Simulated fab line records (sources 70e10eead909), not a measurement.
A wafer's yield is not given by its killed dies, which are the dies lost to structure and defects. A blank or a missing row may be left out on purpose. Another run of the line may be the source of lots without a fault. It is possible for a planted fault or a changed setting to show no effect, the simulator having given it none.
Chamber matching	flow nand_harc	NHARC_A_CONTACT_ETCH_75 on rie_diel-13 has 4 sister chambers
The step etches the open film in CF4, target depth 39 nm, time 65 s. 16 wafers are shown with their chamber, then 8 later ones without.

== WAFERS, EACH WITH ITS CHAMBER ==
wafer	chamber	drypump_motor_current_A (A)	rf_vpp_V (V)	oes_product_au (a.u.)
L089.1	2	5.9	149.9	0.991
L089.2	0	6.5	152.4	0.995
L089.3	3	5.2	150.5	1.004
L089.4	1	5.1	150.5	0.994
L089.5	3	5.2	151.1	1.006
L089.6	2	5.9	149.4	0.987
L093.1	3	5.1	150.1	0.994
L093.2	0	6.5	151.4	0.999
L093.3	2	5.9	150.9	0.974
L093.4	1	5.2	149.9	0.982
L093.5	3	5.1	149.4	1.007
L093.6	2	5.9	151.0	0.974
L094.1	3	5.2	151.0	0.996
L094.2	0	6.5	152.8	1.009
L094.3	1	5.2	148.7	0.989
L094.4	2	5.9	149.9	0.986

SIGNATURES (averages over the wafers above)
reading	chamber 0	chamber 1	chamber 2	chamber 3	scatter within a chamber
drypump_motor_current_A	6.500	5.167	5.900	5.160	0.0394
rf_vpp_V	152.200	149.700	150.220	150.420	0.743
oes_product_au	1.00100	0.98833	0.98240	1.00140	0.00689
Rule: distance of a wafer from a chamber = root of the sum over the readings of ((wafer's reading minus chamber's mean) / reading's scatter) squared. If the next closest chamber is less than 2 further off than the closest, the wafer can't be placed; otherwise it belongs to the closest. The scatter is the square root of a quotient: the sum, over the shown wafers, of each reading's squared deviation from its chamber's mean, divided by wafers minus chambers.

== WAFERS MISSING THEIR CHAMBER ==
wafer	drypump_motor_current_A (A)	rf_vpp_V (V)	oes_product_au (a.u.)
L094.5	5.2	149.7	0.986
L094.6	6.5	151.4	0.998
L095.1	5.2	151.1	0.994
L095.2	5.9	149.2	0.993
L095.3	5.2	150.2	0.983
L095.4	6.5	151.6	0.996
L095.5	5.2	149.4	0.986
L095.6	5.9	150.1	0.982

== CHAMBER TAKEN BY EACH ==
wafer	from the rows above	in truth
L094.5	can't be placed: 1 or 3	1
L094.6	0	0
L095.1	can't be placed: 3 or 1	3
L095.2	2	2
L095.3	can't be placed: 1 or 3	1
L095.4	0	0
L095.5	can't be placed: 1 or 3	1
L095.6	2	2
Correctly placed: 4 of 8. From these rows, 4 cannot be placed; in 4 the true chamber is one of the candidates. Number placed wrongly: 0.
